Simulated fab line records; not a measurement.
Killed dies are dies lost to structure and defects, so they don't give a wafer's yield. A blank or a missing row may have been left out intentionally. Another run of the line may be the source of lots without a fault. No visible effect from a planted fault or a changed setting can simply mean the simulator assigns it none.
The tool behind it: which one? + flow nandHarc + 15 lots with 45 wafers sampled at 4 steps, on a route of 1159 steps

## WHAT EACH GAUGE READ, for each wafer
The record lacks any reading of a measuring or inspecting step that a usual standard deviation could be used to judge.

## EACH LOT AND THE TOOL THAT RAN IT (in order: tool; ch and the chambers of the sampled wafers; start)
| lot  | NHARC_A_CONTACT_STRIP_55                     | NHARC_A_CONTACT_ETCH_126           | NHARC_A_CONTACT_ETCH_127           | NHARC_A_CONTACT_ETCH_132           |
|------|----------------------------------------------|------------------------------------|------------------------------------|------------------------------------|
| L455 | rieDiel-06 ch 0,1, day 16 16:42 or earlier   | harCapEtch-03 ch 0, day 16 16:42   | harCapEtch-03 ch 0, day 16 16:50   | harCapEtch-03 ch 0, day 16 17:33   |
| L457 | rieDiel-08 ch 0,1,2, day 16 23:37 or earlier | harCapEtch-01 ch 0, day 16 23:37   | harCapEtch-01 ch 0, day 16 23:46   | harCapEtch-01 ch 0, day 17 00:28   |
| L456 | rieDiel-03 ch 2,3, day 17 07:56 or earlier   | harCapEtch-02 ch 0,1, day 17 07:56 | harCapEtch-02 ch 0,1, day 17 08:05 | harCapEtch-02 ch 0,1, day 17 08:48 |
| L459 | rieDiel-08 ch 0,1,2, day 17 13:52 or earlier | harCapEtch-02 ch 0,1, day 17 13:52 | harCapEtch-02 ch 0,1, day 17 14:01 | harCapEtch-02 ch 0,1, day 17 14:43 |
| L465 | rieDiel-06 ch 0,2, day 19 12:13 or earlier   | harCapEtch-02 ch 0,1, day 19 12:13 | harCapEtch-02 ch 0,1, day 19 12:22 | harCapEtch-02 ch 0,1, day 19 13:04 |
| L463 | rieDiel-06 ch 0,1,2, day 19 17:08 or earlier | harCapEtch-01 ch 0,1, day 19 17:08 | harCapEtch-01 ch 0,1, day 19 17:17 | harCapEtch-01 ch 0,1, day 19 18:00 |
| L466 | rieDiel-06 ch 0,1, day 19 23:02 or earlier   | harCapEtch-02 ch 0,1, day 19 23:02 | harCapEtch-02 ch 0,1, day 19 23:11 | harCapEtch-02 ch 0,1, day 19 23:54 |
| L469 | rieDiel-06 ch 0,2,3, day 20 09:07 or earlier | harCapEtch-03 ch 0,1, day 20 09:07 | harCapEtch-03 ch 0,1, day 20 09:15 | harCapEtch-03 ch 0,1, day 20 09:57 |
| L470 | rieDiel-08 ch 0,3, day 20 12:18 or earlier   | harCapEtch-02 ch 0,1, day 20 12:18 | harCapEtch-02 ch 0,1, day 20 12:26 | harCapEtch-02 ch 0,1, day 20 13:09 |
| L471 | rieDiel-08 ch 1,3, day 21 00:45 or earlier   | harCapEtch-01 ch 0,1, day 21 00:45 | harCapEtch-01 ch 0,1, day 21 00:54 | harCapEtch-01 ch 0,1, day 21 01:36 |
| L474 | rieDiel-03 ch 0,1,2, day 21 12:04 or earlier | harCapEtch-03 ch 0,1, day 21 12:04 | harCapEtch-03 ch 0,1, day 21 12:13 | harCapEtch-03 ch 0,1, day 21 12:55 |
| L472 | rieDiel-06 ch 0,2,3, day 21 13:49 or earlier | harCapEtch-02 ch 0,1, day 21 13:49 | harCapEtch-02 ch 0,1, day 21 13:58 | harCapEtch-02 ch 0,1, day 21 14:41 |
| L476 | rieDiel-06 ch 1,2, day 21 19:00 or earlier   | harCapEtch-02 ch 0,1, day 21 19:00 | harCapEtch-02 ch 0,1, day 21 19:09 | harCapEtch-02 ch 0,1, day 21 19:51 |
| L475 | rieDiel-03 ch 0,1,2, day 21 20:56 or earlier | harCapEtch-03 ch 0,1, day 21 20:56 | harCapEtch-03 ch 0,1, day 21 21:04 | harCapEtch-03 ch 0,1, day 21 21:47 |
| L473 | rieDiel-03 ch 0,1,2, day 22 00:41 or earlier | harCapEtch-02 ch 0,1, day 22 00:41 | harCapEtch-02 ch 0,1, day 22 00:49 | harCapEtch-02 ch 0,1, day 22 01:32 |
- NHARC_A_CONTACT_STRIP_55: strips in O2.
- NHARC_A_CONTACT_ETCH_126: etches the open film in C4F8/O2/Ar, time 155 s, target depth 956 nm.
- NHARC_A_CONTACT_ETCH_127: etches the open film in C4F8/O2/Ar, time 155 s, target depth 956 nm.
- NHARC_A_CONTACT_ETCH_132: etches the open film in C4F8/O2/Ar, time 156 s, target depth 958 nm.

## WHAT THE TOOLS THEMSELVES READ (means of the sampled wafers that have a number; where no wafer has one, the mark that the record gives instead)
NHARC_A_CONTACT_STRIP_55. Usual: drypumpMotorCurrentA 6.0 A, standard deviation 0.38; mfcArSccm 0.005 sccm, standard deviation 0.0075; oesProductAu 1.002 a.u., standard deviation 0.012; rfVppV 57.6 V, standard deviation 0.77; showerheadPlenumPTorr 3.43 Torr, standard deviation 0.091; throttleValvePct 17.037 %, standard deviation 0.01.
| lot  | tool       | drypumpMotorCurrentA (A) | mfcArSccm (sccm) | oesProductAu (a.u.) | rfVppV (V) | showerheadPlenumPTorr (Torr) | throttleValvePct (%) | flag |
|------|------------|--------------------------|------------------|---------------------|------------|------------------------------|----------------------|------|
| L455 | rieDiel-06 | 5.9                      | 0.000            | 1.014               | 57.4       | 3.45                         | 17.040               |      |
| L457 | rieDiel-08 | 6.2                      | 0.009            | 1.000               | 57.2       | 3.43                         | 17.031               |      |
| L456 | rieDiel-03 | 5.4                      | 0.009            | 1.010               | 58.1       | 3.40                         | 17.040               |      |
| L459 | rieDiel-08 | 6.2                      | 0.009            | 1.005               | 57.4       | 3.43                         | 17.037               |      |
| L465 | rieDiel-06 | 6.4                      | 0.000            | 1.000               | 57.6       | 3.45                         | 17.044               |      |
| L463 | rieDiel-06 | 6.0                      | 0.000            | 1.013               | 57.6       | 3.46                         | 17.035               |      |
| L466 | rieDiel-06 | 5.8                      | 0.000            | 1.023               | 57.5       | 3.46                         | 17.044               |      |
| L469 | rieDiel-06 | 6.0                      | 0.006            | 1.006               | 57.4       | 3.49                         | 17.036               |      |
| L470 | rieDiel-08 | 6.0                      | 0.003            | 0.990               | 58.2       | 3.33                         | 17.033               |      |
| L471 | rieDiel-08 | 5.7                      | 0.007            | 0.992               | 58.0       | 3.39                         | 17.030               |      |
| L474 | rieDiel-03 | 6.0                      | 0.000            | 1.004               | 57.4       | 3.32                         | 17.041               |      |
| L472 | rieDiel-06 | 6.1                      | 0.006            | 1.007               | 58.2       | 3.49                         | 17.033               |      |
| L476 | rieDiel-06 | 6.3                      | 0.000            | 1.004               | 57.7       | 3.46                         | 17.037               |      |
| L475 | rieDiel-03 | 6.0                      | 0.000            | 1.003               | 58.1       | 3.32                         | 17.040               |      |
| L473 | rieDiel-03 | 6.0                      | 0.000            | 1.007               | 57.0       | 3.32                         | 17.036               |      |

NHARC_A_CONTACT_ETCH_126. Usual: chamberPressureMTorr 19.999 mTorr, standard deviation 0.018; oesAirLineAu 0.997 a.u., standard deviation 0.022.
| lot  | tool          | chamberPressureMTorr (mTorr) | oesAirLineAu (a.u.) | flag |
|------|---------------|------------------------------|---------------------|------|
| L455 | harCapEtch-03 | 20.006                       | 1.011               |      |
| L457 | harCapEtch-01 | 19.990                       | 1.006               |      |
| L456 | harCapEtch-02 | 20.004                       | 0.997               |      |
| L459 | harCapEtch-02 | 19.997                       | 1.007               |      |
| L465 | harCapEtch-02 | -                            | -                   | OFF  |
| L463 | harCapEtch-01 | -                            | -                   | OFF  |
| L466 | harCapEtch-02 | -                            | -                   | OFF  |
| L469 | harCapEtch-03 | 20.013                       | 0.990               |      |
| L470 | harCapEtch-02 | 20.018                       | 0.990               |      |
| L471 | harCapEtch-01 | 20.002                       | 1.007               |      |
| L474 | harCapEtch-03 | 19.991                       | 0.999               |      |
| L472 | harCapEtch-02 | 20.006                       | 1.001               |      |
| L476 | harCapEtch-02 | 19.987                       | 0.969               |      |
| L475 | harCapEtch-03 | 20.017                       | 1.009               |      |
| L473 | harCapEtch-02 | 19.979                       | 0.990               |      |

NHARC_A_CONTACT_ETCH_127. Usual: chamberPressureMTorr 20.000 mTorr, standard deviation 0.019; oesAirLineAu 0.998 a.u., standard deviation 0.02.
| lot  | tool          | chamberPressureMTorr (mTorr) | oesAirLineAu (a.u.) | flag |
|------|---------------|------------------------------|---------------------|------|
| L455 | harCapEtch-03 | 20.006                       | 1.009               |      |
| L457 | harCapEtch-01 | 19.998                       | 1.020               |      |
| L456 | harCapEtch-02 | 20.006                       | 1.018               |      |
| L459 | harCapEtch-02 | 20.008                       | 0.991               |      |
| L465 | harCapEtch-02 | 19.982                       | 1.000               |      |
| L463 | harCapEtch-01 | 19.995                       | 0.995               |      |
| L466 | harCapEtch-02 | 19.989                       | 1.003               |      |
| L469 | harCapEtch-03 | 20.009                       | 1.018               |      |
| L470 | harCapEtch-02 | 20.021                       | 0.981               |      |
| L471 | harCapEtch-01 | 20.008                       | 0.998               |      |
| L474 | harCapEtch-03 | 20.015                       | 1.021               |      |
| L472 | harCapEtch-02 | 19.986                       | 0.994               |      |
| L476 | harCapEtch-02 | 20.004                       | 0.991               |      |
| L475 | harCapEtch-03 | 19.985                       | 0.993               |      |
| L473 | harCapEtch-02 | 19.981                       | 0.980               |      |

NHARC_A_CONTACT_ETCH_132. Usual: chamberPressureMTorr 20.000 mTorr, standard deviation 0.017; oesAirLineAu 1.000 a.u., standard deviation 0.021.
| lot  | tool          | chamberPressureMTorr (mTorr) | oesAirLineAu (a.u.) | flag |
|------|---------------|------------------------------|---------------------|------|
| L455 | harCapEtch-03 | 20.004                       | 0.992               |      |
| L457 | harCapEtch-01 | 19.979                       | 1.009               |      |
| L456 | harCapEtch-02 | 20.009                       | 1.024               |      |
| L459 | harCapEtch-02 | 20.004                       | 0.996               |      |
| L465 | harCapEtch-02 | 19.997                       | 1.003               |      |
| L463 | harCapEtch-01 | 19.994                       | 1.008               |      |
| L466 | harCapEtch-02 | 20.002                       | 0.997               |      |
| L469 | harCapEtch-03 | 20.012                       | 1.003               |      |
| L470 | harCapEtch-02 | 20.003                       | 0.989               |      |
| L471 | harCapEtch-01 | 20.008                       | 1.001               |      |
| L474 | harCapEtch-03 | 20.017                       | 0.999               |      |
| L472 | harCapEtch-02 | 19.993                       | 0.974               |      |
| L476 | harCapEtch-02 | 19.997                       | 0.999               |      |
| L475 | harCapEtch-03 | 20.008                       | 0.999               |      |
| L473 | harCapEtch-02 | 19.998                       | 0.966               |      |

## THE ANSWER, worked out from the rows above alone
Rule: take the mean of a lot's wafers that have a number; if it is more than 3 standard deviations from the usual mean, the lot is off. A lot without any number at a reading at which 4 lots or more have one is off too. Any other lot the step has rows for is counted as sound. Order of review: gauges by route order, followed by the tools' own readings, for which a lot's mean as printed above is used. At the first step where some lot is off, the reading lying furthest off is the one used; lots without a number count as furthest.
Off at NHARC_A_CONTACT_ETCH_126 (chamberPressureMTorr): L465, L463, L466. Without a number there: L465, L463, L466.
A tool fits if, at that step or a process step before it, it ran every lot that is off, and no sound lot after the first of them. Because NHARC_A_CONTACT_STRIP_55 lacks a start for some lots, the hours and order of its lots are taken from NHARC_A_CONTACT_ETCH_126. Not one of the candidates tried fits.

## WHAT THE SIMULATOR HAD PUT IN
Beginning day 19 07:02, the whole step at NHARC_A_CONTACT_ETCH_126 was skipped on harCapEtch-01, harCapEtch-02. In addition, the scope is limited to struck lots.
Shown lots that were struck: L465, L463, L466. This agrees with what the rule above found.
